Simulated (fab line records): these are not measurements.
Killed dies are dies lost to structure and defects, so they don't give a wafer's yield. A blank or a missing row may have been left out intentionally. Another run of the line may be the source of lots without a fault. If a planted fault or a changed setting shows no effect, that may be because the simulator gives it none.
fab line records	flow n5_finfet	part 2 of 2: steps 26 to 31 of 31
record lots=5	wafers=15	last_day=18
route steps=1938 shown BEOL_M2@919 BEOL_M3@931
lots with no fault: from the same line, run without faults
start_h: hours from the record's first day to the start of the lot's first wafer shown	wait_h: hours from the lot's prior step to this one	" identical to the entry in the row above	L1.1+2: several wafers, shown together as one row	- no value, or no start was given	* or withheld: withheld	< > ~ a bound
route shown NAME@n: a module of which the file shows steps, and the number in the route of the first	usual: mean and standard deviation over wafers with no fault	same: alike in all rows	chamber/n: place in a boat	sites: readings site by site	_std_site: standard deviation across them	_edge_site: inner sites' mean taken away from outer sites' mean	radius_mm: for every site, how far away it sits from the centre of the wafer	mask NAME#n: copy n	behind: the tool/chamber that last shaped the wafer	hold: what put the lot on hold/how long, in hours/how the hold closed	device: whichever transistor did not switch (one of n, p or np)	end of line: the tests these same wafers got at the end of their route	where a step has no rows: the recipe by itself	killed: count of dies lost to structure and defects at first sort (not the wafer's yield)	map: a wafer's dies, marking killed ones x, the rest . and places with no die _
set.NAME: setting as actually run; set.NAME@STEP: the setting as run at that earlier step	model.NAME: the simulator's own value behind a step, which no gauge read
lots at some steps of the route; a table a step, a row a wafer
services: the hour from which a tool's chamber was out of use, counted from the record's first day as start_h (under 0 if before that day), plus the number of hours and why
## steps
# step N5_BEOL_M3_CD_MEAS_11
# recipe target_cd_nm=17.05	landing_energy_ev=500	detector=se_inlens	polarity=opening
# usual cd_nm=16.99/0.23
lot.wafer	tool	chamber	start_h	wait_h	cd_nm
L077.1	cd_sem-03	0	175.82	-	16.86
L077.2	"	0	"	"	16.84
L077.3	"	0	"	"	16.96
L080.3	cd_sem-01	0	184.63	-	16.96
L080.5	"	0	"	"	16.66
L080.6	"	0	"	"	17.17
L083.2	cd_sem-02	0	220.36	-	17.37
L083.3	"	0	"	"	16.80
L083.5	"	0	"	"	16.60
L090.3	cd_sem-02	0	270.34	-	16.63
L090.5	"	0	"	"	17.17
L090.6	"	0	"	"	16.76
L095.4	cd_sem-01	0	282.60	-	17.01
L095.5	"	0	"	"	16.80
L095.6	"	0	"	"	16.73
# step N5_BEOL_M3_OVL_MEAS_12
# recipe points_per_wafer=522
# usual M3_OVL=0.3/0.66
lot.wafer	tool	chamber	start_h	wait_h	M3_OVL[nm]
L077.1	overlay-01	0	175.85	0.0	0.6
L077.2	"	0	"	"	0.7
L077.3	"	0	"	"	0.0
L080.3	overlay-01	0	184.67	0.0	-0.3
L080.5	"	0	"	"	1.4
L080.6	"	0	"	"	-0.4
L083.2	overlay-01	0	220.39	0.0	-0.9
L083.3	"	0	"	"	-0.5
L083.5	"	0	"	"	-0.5
L090.3	overlay-01	0	270.38	0.0	1.1
L090.5	"	0	"	"	1.2
L090.6	"	0	"	"	0.7
L095.4	overlay-01	0	282.64	0.0	0.0
L095.5	"	0	"	"	0.6
L095.6	"	0	"	"	-0.2
# step N5_BEOL_M3_INSPECT_13
# recipe mode=adi	inspect_instrument=brightfield
# usual raw_defect_count=414/100
lot.wafer	tool	chamber	start_h	wait_h	raw_defect_count
L077.1	defect_inspect-02	-	175.91	0.1	580
L077.2	"	-	"	"	432
L077.3	"	-	"	"	613
L080.3	defect_inspect-02	-	184.72	0.0	410
L080.5	"	-	"	"	529
L080.6	"	-	"	"	514
L083.2	defect_inspect-01	-	220.44	0.0	263
L083.3	"	-	"	"	315
L083.5	"	-	"	"	376
L090.3	defect_inspect-02	-	270.43	0.0	366
L090.5	"	-	"	"	482
L090.6	"	-	"	"	433
L095.4	defect_inspect-02	-	282.69	0.0	589
L095.5	"	-	"	"	663
L095.6	"	-	"	"	386
# step N5_BEOL_M3_DESCUM_16
# recipe chemistry=O2	time_s=7	source_power_w=50	bias_power_w=20	pressure_mtorr=20	rf_frequency_hz=2.712e+07	temp_c=40	resist=CAR-EUV	o2_flow_sccm=225
# usual drypump_motor_current_A=6.0/0.44	oes_product_au=0.75/0.079	rf_vpp_V=242.6/1.7	showerhead_plenum_p_Torr=2.06/0.095	throttle_valve_pct=20.52/0.24
lot.wafer	tool	chamber	start_h	wait_h	drypump_motor_current_A	oes_product_au	rf_hours_counter_h	rf_vpp_V	showerhead_plenum_p_Torr	throttle_valve_pct
L077.1	rie_diel-06	0	176.20	0.3	6.0	0.68	247	243.2	2.06	20.46
L077.2	"	3	"	"	6.7	0.71	222	241.9	1.97	20.59
L077.3	"	2	"	"	5.6	0.73	161	244.1	2.18	20.52
L080.3	rie_diel-06	2	184.81	0.1	5.6	0.73	164	244.0	2.18	20.53
L080.5	"	2	"	"	5.6	0.73	-	243.6	2.18	20.53
L080.6	"	1	"	"	6.0	0.80	-	242.4	1.94	20.27
L083.2	rie_diel-01	2	220.48	0.0	5.4	0.76	115	243.5	2.13	20.54
L083.3	"	0	"	"	5.9	0.73	207	242.0	2.07	20.82
L083.5	"	3	"	"	6.3	0.69	-	242.3	2.07	20.52
L090.3	rie_diel-01	3	270.50	0.1	6.3	0.68	249	243.3	2.06	20.55
L090.5	"	0	"	"	5.9	0.72	-	243.5	2.06	20.85
L090.6	"	3	"	"	6.3	0.68	-	242.8	2.06	20.54
L095.4	rie_diel-01	1	282.90	0.2	5.6	0.68	-	243.3	2.06	21.03
L095.5	"	0	"	"	5.9	0.72	-	243.1	2.06	20.86
L095.6	"	2	"	"	5.4	0.75	-	243.0	2.12	20.57
# step N5_BEOL_M3_ETCH_74
# recipe chemistry=N2/H2	target=underlayer	target_depth_a=65	mask_material=CAR-EUV	time_s=5.2	ion_energy_ev=200	pressure_mtorr=30	source_w=840	bias_w=150	n2_flow_sccm=200	h2_flow_sccm=200	ends=cleared
# usual drypump_motor_current_A=6.0/0.44	etch_rf_on_time_s=5.30/0.094	oes_product_au=0.64/0.067	rf_vpp_V=523/3.5	showerhead_plenum_p_Torr=2.50/0.11	throttle_valve_pct=17.93/0.29
lot.wafer	tool	chamber	start_h	wait_h	drypump_motor_current_A	etch_rf_on_time_s	oes_product_au	rf_hours_counter_h	rf_vpp_V	showerhead_plenum_p_Torr	throttle_valve_pct
L077.1	rie_diel-06	0	176.23	0.0	6.0	5.32	0.58	247	525	2.50	17.79
L077.2	"	3	"	"	6.7	5.30	0.60	222	520	2.42	18.15
L077.3	"	2	"	"	5.6	5.47	0.62	161	526	2.64	17.93
L080.3	rie_diel-06	2	184.84	0.0	5.6	5.48	0.61	164	525	2.64	17.92
L080.5	"	2	"	"	5.6	5.54	0.61	-	528	2.64	17.93
L080.6	"	1	"	"	6.0	5.29	0.66	-	516	2.36	17.69
L083.2	rie_diel-01	2	220.51	0.0	5.4	5.24	0.64	115	524	2.56	17.89
L083.3	"	0	"	"	5.9	5.33	0.61	207	526	2.52	18.25
L083.5	"	3	"	"	6.3	5.35	0.58	-	523	2.51	18.04
L090.3	rie_diel-01	3	270.53	0.0	6.3	5.33	0.57	249	524	2.50	18.05
L090.5	"	0	"	"	5.9	5.26	0.60	-	524	2.51	18.29
L090.6	"	3	"	"	6.3	5.30	0.58	-	524	2.50	18.07
L095.4	rie_diel-01	1	282.92	0.0	5.5	5.31	0.57	-	523	2.51	18.39
L095.5	"	0	"	"	5.9	5.32	0.60	-	523	2.51	18.28
L095.6	"	2	"	"	5.4	5.24	0.63	-	523	2.56	17.93
# step N5_BEOL_M3_ETCH_63
# recipe chemistry=CF4	target=SiARC	target_depth_a=156	mask_material=CAR-EUV	time_s=26	ion_energy_ev=80	pressure_mtorr=40	source_w=545	bias_w=36	Ar_flow_sccm=100	cf4_flow_sccm=100	ends=cleared
# usual drypump_motor_current_A=6.0/0.44	etch_rf_on_time_s=26.5/0.42	oes_product_au=0.64/0.066	rf_vpp_V=183.6/1.4	showerhead_plenum_p_Torr=2.11/0.093	throttle_valve_pct=15.68/0.27
lot.wafer	tool	chamber	start_h	wait_h	drypump_motor_current_A	etch_rf_on_time_s	oes_product_au	rf_hours_counter_h	rf_vpp_V	showerhead_plenum_p_Torr	throttle_valve_pct
L077.1	rie_diel-06	0	176.25	0.0	6.0	26.6	0.58	247	182.3	2.11	15.69
L077.2	"	3	"	"	6.7	26.4	0.60	222	182.2	2.02	15.79
L077.3	"	2	"	"	5.6	27.0	0.63	161	184.0	2.23	15.71
L080.3	rie_diel-06	2	184.86	0.0	5.6	27.2	0.62	164	183.2	2.23	15.73
L080.5	"	2	"	"	5.6	27.2	0.62	-	184.9	2.23	15.73
L080.6	"	1	"	"	6.0	26.4	0.67	-	183.0	1.98	15.40
L083.2	rie_diel-01	2	220.53	0.0	5.4	26.0	0.65	115	184.7	2.16	15.58
L083.3	"	0	"	"	5.9	26.2	0.61	207	183.5	2.13	16.03
L083.5	"	3	"	"	6.3	26.5	0.58	-	183.4	2.12	15.73
L090.3	rie_diel-01	3	270.55	0.0	6.3	26.4	0.57	249	183.5	2.11	15.76
L090.5	"	0	"	"	5.9	26.4	0.60	-	184.9	2.12	16.07
L090.6	"	3	"	"	6.3	26.4	0.58	-	182.8	2.11	15.77
L095.4	rie_diel-01	1	282.95	0.0	5.6	26.2	0.58	-	183.4	2.11	16.23
L095.5	"	0	"	"	5.9	26.2	0.61	-	182.5	2.12	16.08
L095.6	"	2	"	"	5.4	26.1	0.63	-	183.7	2.15	15.63
## services
tool	chamber	start_h	hours	kind
rie_diel-01	-	153.03	1.0	repair
cvd_co-01	-	153.09	1.6	repair
cmp-03	-	154.74	0.8	repair
pecvd-04	0	166.88	4.2	repair
pecvd-01	1	172.14	14.2	repair
ecd_cu-02	-	178.07	2.9	repair
euv_scanner-02	-	178.27	1.2	repair
pvd_sputter-02	-	180.38	6.8	repair
cmp-01	-	181.29	11.0	repair
pecvd-02	-	181.41	9.7	repair
pvd_sputter-01	-	185.31	8.9	repair
euv_scanner-02	-	192.88	1.0	pm
euv_scanner-02	-	193.89	5.8	pm
ecd_cu-02	-	199.24	9.6	repair
cmp-01	-	202.22	3.1	pm
rtp_anneal-02	-	225.12	4.4	pm
rie_diel-06	-	227.86	0.3	repair
euv_scanner-02	-	232.30	4.6	pm
euv_scanner-02	-	238.45	1.4	repair
pecvd-03	-	240.43	0.4	repair
pecvd-02	-	240.75	5.5	pm
cvd_co-01	2	256.57	4.6	repair
pecvd-01	1	257.34	4.4	repair
ecd_cu-02	-	261.71	2.3	repair
